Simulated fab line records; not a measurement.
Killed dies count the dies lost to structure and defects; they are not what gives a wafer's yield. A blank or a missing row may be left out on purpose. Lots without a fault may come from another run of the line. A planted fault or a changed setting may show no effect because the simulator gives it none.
Matching of chambers -- flow nand_harc -- NHARC_P_GATE_DESCUM_48 on rie_diel-09: 4 sister chambers
The step chemistry O2, time 3 s. 4 wafers are shown with their chamber, then 7 later ones without.

WAFERS WITH THEIR CHAMBER
wafer,chamber,rf_vpp_V (V)
L728.3,2,58.9
L730.6,1,57.8
L733.1,3,59.2
L733.5,0,56.8

WAFERS WITHOUT THEIR CHAMBER
wafer,rf_vpp_V (V)
L733.6,58.5
L736.2,58.9
L736.3,57.3
L736.6,58.2
L741.1,59.3
L741.4,58.4
L741.5,58.9

THE CHAMBER EACH PASSED THROUGH
wafer,from the rows above,in truth
L733.6,can't be placed: 2 or 1 or 3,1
L736.2,can't be placed: 2 or 3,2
L736.3,can't be placed: 0 or 1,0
L736.6,can't be placed: 1 or 2 or 3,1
L741.1,can't be placed: 3 or 2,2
L741.4,can't be placed: 2 or 1 or 3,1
L741.5,can't be placed: 2 or 3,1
0 of 7 placed correctly. Not placeable from these rows: 7 (in 6, the candidates include the true chamber). 0 placed wrongly.
How it was worked out, from the rows above alone: a wafer's distance from a chamber is the root of the sum, over the readings, of the square of ((its reading less the chamber's mean) divided by the reading's scatter). The wafer belongs to the nearest chamber; if the next one is less than 2 further off, it can't be placed. For every chamber, the mean is computed from those of its wafers that are shown. The scatter (one wafer shown for each chamber): square how far every hidden wafer sits from the nearest shown wafer, average those squares and take the square root.
